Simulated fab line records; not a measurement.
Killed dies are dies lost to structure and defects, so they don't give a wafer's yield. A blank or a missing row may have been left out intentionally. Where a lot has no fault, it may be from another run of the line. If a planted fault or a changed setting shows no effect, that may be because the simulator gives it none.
Chamber matching | flow n5Finfet | rieDiel-05 running N5_BEOL_M1_ETCH_63: 4 sister chambers
The step etches SiARC in CF4, target depth 15.6 nm, time 26 s. 16 wafers are shown with their chamber, then 7 later ones without.

## WAFERS PAIRED WITH THEIR CHAMBERS
wafer  | chamber | showerheadPlenumPTorr (Torr) | drypumpMotorCurrentA (A) | throttleValvePct (%)
L239.1 | 2       | 2.09                         | 5.7                      | 15.2
L239.3 | 3       | 2.11                         | 5.3                      | 16.0
L239.5 | 0       | 2.21                         | 6.5                      | 15.9
L244.1 | 2       | 2.09                         | 5.8                      | 15.2
L244.2 | 1       | 2.10                         | 5.5                      | 15.6
L244.6 | 2       | 2.09                         | 5.8                      | 15.2
L251.1 | 0       | 2.21                         | 6.5                      | 15.9
L251.3 | 2       | 2.09                         | 5.8                      | 15.2
L251.5 | 1       | 2.10                         | 5.5                      | 15.7
L256.1 | 1       | 2.10                         | 5.5                      | 15.7
L256.4 | 0       | 2.21                         | 6.5                      | 15.9
L256.5 | 1       | 2.10                         | 5.6                      | 15.7
L257.1 | 2       | 2.08                         | 5.8                      | 15.3
L257.4 | 0       | 2.21                         | 6.5                      | 15.9
L257.5 | 2       | 2.08                         | 5.8                      | 15.2
L260.4 | 2       | 2.08                         | 5.8                      | 15.2

SIGNATURES, as means of the wafers listed above
reading               | chamber 0 | chamber 1 | chamber 2 | chamber 3 | scatter within a chamber
showerheadPlenumPTorr | 2.2100    | 2.1000    | 2.0857    | 2.1100    | 0.00378
drypumpMotorCurrentA  | 6.500     | 5.525     | 5.786     | 5.300     | 0.0366
throttleValvePct      | 15.900    | 15.675    | 15.214    | 16.000    | 0.0366
Rule: distance of a wafer from a chamber = root of the sum over the readings of ((wafer's reading minus chamber's mean) / reading's scatter) squared. The wafer belongs to the nearest chamber; if the next one is less than 2 further off, it can't be placed. The scatter is the square root of a quotient: the sum, over the shown wafers, of each reading's squared deviation from its chamber's mean, divided by wafers minus chambers.

## WAFERS WITHOUT THEIR CHAMBER
wafer  | showerheadPlenumPTorr (Torr) | drypumpMotorCurrentA (A) | throttleValvePct (%)
L260.5 | 2.10                         | 5.3                      | 15.5
L259.1 | 2.20                         | 6.5                      | 15.9
L259.3 | 2.10                         | 5.5                      | 15.7
L259.4 | 2.10                         | 5.3                      | 15.5
L261.1 | 2.20                         | 6.5                      | 15.9
L261.2 | 2.08                         | 5.7                      | 15.2
L261.5 | 2.10                         | 5.3                      | 15.5

## WHICH CHAMBER EACH ONE RAN IN
wafer  | from the rows above | in truth
L260.5 | 1                   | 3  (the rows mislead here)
L259.1 | 0                   | 0
L259.3 | 1                   | 1
L259.4 | 1                   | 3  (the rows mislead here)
L261.1 | 0                   | 0
L261.2 | 2                   | 2
L261.5 | 1                   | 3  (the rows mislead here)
Correct placement for 4 of the 7. Left unplaced by these rows: 0. Number placed wrongly: 3.
